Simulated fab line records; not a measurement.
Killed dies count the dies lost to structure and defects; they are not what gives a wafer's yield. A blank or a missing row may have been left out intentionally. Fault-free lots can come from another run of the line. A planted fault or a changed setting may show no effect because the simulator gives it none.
Which tool did it? :: flow n5 finfet :: 12 lots, 36 wafers sampled, at 2 steps of a route of 1938

## WHAT EACH GAUGE READ, for each wafer
N5_BEOL_M7_CD_MEAS_11: target cd 38.5 nm.
lot: L074
measured: day 9 23:31
on: cd sem-03
cd nm (nm): 39.2 38.4 38.6

lot: L077
measured: day 10 07:26
on: cd sem-01
cd nm (nm): 38.1 39.2 38.8

lot: L078
measured: day 10 16:53
on: cd sem-02
cd nm (nm): 38.7 38.7 39.0

lot: L082
measured: day 10 20:53
on: cd sem-01
cd nm (nm): 39.0 38.3 39.0

lot: L083
measured: day 11 15:17
on: cd sem-01
cd nm (nm): 38.6 39.6 39.4

lot: L086
measured: day 12 13:47
on: cd sem-02
cd nm (nm): 39.3 38.4 38.7

lot: L087
measured: day 13 01:23
on: cd sem-02
cd nm (nm): 38.5 38.2 38.4

lot: L088
measured: day 13 01:43
on: cd sem-02
cd nm (nm): 38.2 38.5 37.9

lot: L092
measured: day 13 14:16
on: cd sem-01
cd nm (nm): 38.7 38.9 38.8

lot: L093
measured: day 13 21:48
on: cd sem-01
cd nm (nm): 38.5 39.5 39.1

lot: L095
measured: day 15 01:01
on: cd sem-01
cd nm (nm): 38.6 39.0 39.2

lot: L096
measured: day 15 07:02
on: cd sem-01
cd nm (nm): 39.4 39.7 39.3

## TOOL THAT RAN EACH LOT (tool first, then ch and the chambers of the sampled wafers, then the start)
lot: L074
N5_BEOL_M7_HM_DEP_02: pvd sputter-02, day 9 23:01

lot: L077
N5_BEOL_M7_HM_DEP_02: pvd sputter-03, day 10 07:04

lot: L078
N5_BEOL_M7_HM_DEP_02: pvd sputter-01, day 10 16:18

lot: L082
N5_BEOL_M7_HM_DEP_02: pvd sputter-02, day 10 20:30

lot: L083
N5_BEOL_M7_HM_DEP_02: pvd sputter-03, day 11 14:54

lot: L086
N5_BEOL_M7_HM_DEP_02: pvd sputter-02, day 12 13:25

lot: L087
N5_BEOL_M7_HM_DEP_02: pvd sputter-02, day 13 00:53

lot: L088
N5_BEOL_M7_HM_DEP_02: pvd sputter-03, day 13 01:05

lot: L092
N5_BEOL_M7_HM_DEP_02: pvd sputter-01, day 13 13:46

lot: L093
N5_BEOL_M7_HM_DEP_02: pvd sputter-03, day 13 21:18

lot: L095
N5_BEOL_M7_HM_DEP_02: pvd sputter-01, day 15 00:31

lot: L096
N5_BEOL_M7_HM_DEP_02: pvd sputter-02, day 15 06:32
- N5_BEOL_M7_HM_DEP_02: deposits TiN, target thk 20 nm.

## THE ANSWER, worked out from the rows above alone
Rule: the lots themselves supply what counts as usual. Put in order of their means at a reading, lots are off if they are a third of the lots or fewer, leave a main group of 4 or more, and stand apart from it by a gap of 3 or more times the standard deviation of the main group's means; of several such gaps the widest counts. If all means in a main group match to the digits the tables above print for the reading, that group is not used. A lot without any number at a reading at which 4 lots or more have one is off too. All remaining lots with rows at the step are treated as sound.
Across all readings shown, no lot is off: no conclusion can be drawn from this.

## WHAT THE SIMULATOR PUT IN
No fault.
